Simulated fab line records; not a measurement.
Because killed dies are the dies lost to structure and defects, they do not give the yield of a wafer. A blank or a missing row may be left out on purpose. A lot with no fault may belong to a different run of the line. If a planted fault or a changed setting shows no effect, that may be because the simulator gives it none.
Matching of chambers + flow nand-harc + 4 sister chambers for NHARC_A_CHANNEL_HOLE_D1_DESCUM_15 on rie-diel-03
The step chemistry O2, time 3 s. 8 wafers are shown with their chamber, then 12 later ones without.

WAFERS WITH THEIR CHAMBER
| wafer  | chamber | drypump-motor-current-A (A) | showerhead-plenum-p-Torr (Torr) |
|--------|---------|-----------------------------|---------------------------------|
| L082.6 | 1       | 5.9                         | 1.87                            |
| L089.3 | 3       | 5.4                         | 1.98                            |
| L090.1 | 3       | 5.5                         | 1.98                            |
| L090.3 | 0       | 5.7                         | 1.97                            |
| L090.4 | 2       | 6.6                         | 1.92                            |
| L091.3 | 0       | 5.7                         | 1.97                            |
| L091.5 | 1       | 5.9                         | 1.86                            |
| L091.6 | 2       | 6.6                         | 1.92                            |

WAFERS WHOSE CHAMBER IS MISSING
| wafer  | drypump-motor-current-A (A) | showerhead-plenum-p-Torr (Torr) |
|--------|-----------------------------|---------------------------------|
| L094.1 | 5.4                         | 1.98                            |
| L094.2 | 5.9                         | 1.86                            |
| L094.5 | 6.6                         | 1.92                            |
| L095.1 | 6.6                         | 1.92                            |
| L095.4 | 5.7                         | 1.97                            |
| L095.5 | 6.0                         | 1.86                            |
| L096.2 | 5.7                         | 1.97                            |
| L096.3 | 5.9                         | 1.86                            |
| L096.4 | 6.6                         | 1.92                            |
| L097.1 | 5.5                         | 1.98                            |
| L097.3 | 6.6                         | 1.92                            |
| L097.6 | 6.6                         | 1.92                            |

WHICH CHAMBER EACH WENT THROUGH
| wafer  | from the rows above | in truth |
|--------|---------------------|----------|
| L094.1 | 3                   | 3        |
| L094.2 | 1                   | 1        |
| L094.5 | 2                   | 2        |
| L095.1 | 2                   | 2        |
| L095.4 | 0                   | 0        |
| L095.5 | 1                   | 1        |
| L096.2 | 0                   | 0        |
| L096.3 | 1                   | 1        |
| L096.4 | 2                   | 2        |
| L097.1 | 3                   | 3        |
| L097.3 | 2                   | 2        |
| L097.6 | 2                   | 2        |
Correct placement for 12 of the 12. Number that these rows cannot place: 0. Wrongly placed: 0.
How it was worked out, from the rows above alone: a wafer's distance from a chamber is the root of the sum, over the readings, of the square of ((its reading less the chamber's mean) divided by the reading's scatter). The wafer belongs to the nearest chamber; if the next one is less than 2 further off, it can't be placed. For every chamber, the mean is computed from those of its wafers that are shown. How the scatter is found: for the shown wafers, subtract from each reading the mean of its chamber, square and add these, divide the total by (wafers less chambers), then take the root.
